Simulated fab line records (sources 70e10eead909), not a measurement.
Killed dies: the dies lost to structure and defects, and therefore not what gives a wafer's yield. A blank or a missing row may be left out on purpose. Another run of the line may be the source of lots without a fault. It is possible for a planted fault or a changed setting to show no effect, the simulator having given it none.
Matching of chambers || flow nandHarc || rieDiel-11 running NHARC_A_STAIRCASE_ETCHBACK_157: 4 sister chambers
The step etches the open film in CH3F/O2, target depth 90 nm, time 167.14 s. 4 wafers are shown with their chamber, then 10 later ones without.

== EACH WAFER AND ITS CHAMBER ==
{"wafer": "L079.5", "chamber": 0, "drypumpMotorCurrentA (A)": 5.94}
{"wafer": "L084.4", "chamber": 1, "drypumpMotorCurrentA (A)": 5.45}
{"wafer": "L090.2", "chamber": 3, "drypumpMotorCurrentA (A)": 5.68}
{"wafer": "L090.3", "chamber": 2, "drypumpMotorCurrentA (A)": 6.07}

== WAFERS WITH NO CHAMBER GIVEN ==
{"wafer": "L090.5", "drypumpMotorCurrentA (A)": 5.47}
{"wafer": "L091.1", "drypumpMotorCurrentA (A)": 5.95}
{"wafer": "L091.4", "drypumpMotorCurrentA (A)": 5.48}
{"wafer": "L091.6", "drypumpMotorCurrentA (A)": 5.97}
{"wafer": "L096.1", "drypumpMotorCurrentA (A)": 6.07}
{"wafer": "L096.2", "drypumpMotorCurrentA (A)": 5.96}
{"wafer": "L096.5", "drypumpMotorCurrentA (A)": 6.08}
{"wafer": "L096.3", "drypumpMotorCurrentA (A)": 5.69}
{"wafer": "L096.4", "drypumpMotorCurrentA (A)": 5.48}
{"wafer": "L096.6", "drypumpMotorCurrentA (A)": 5.70}

== THE CHAMBER EACH PASSED THROUGH ==
{"wafer": "L090.5", "from the rows above": 1, "in truth": 1}
{"wafer": "L091.1", "from the rows above": 0, "in truth": 0}
{"wafer": "L091.4", "from the rows above": 1, "in truth": 1}
{"wafer": "L091.6", "from the rows above": 0, "in truth": 0}
{"wafer": "L096.1", "from the rows above": 2, "in truth": 2}
{"wafer": "L096.2", "from the rows above": 0, "in truth": 0}
{"wafer": "L096.5", "from the rows above": 2, "in truth": 2}
{"wafer": "L096.3", "from the rows above": 3, "in truth": 3}
{"wafer": "L096.4", "from the rows above": 1, "in truth": 1}
{"wafer": "L096.6", "from the rows above": 3, "in truth": 3}
10 of 10 placed correctly. Not placeable from these rows: 0. Wrongly placed: 0.
How it was worked out, from the rows above alone: a wafer's distance from a chamber is the root of the sum, over the readings, of the square of ((its reading less the chamber's mean) divided by the reading's scatter). If the next closest chamber is less than 2 further off than the closest, the wafer can't be placed; otherwise it belongs to the closest. For every chamber, the mean is computed from those of its wafers that are shown. The scatter: with one shown wafer a chamber, the root of the mean of the squares of how far each hidden wafer lies from its nearest shown one.
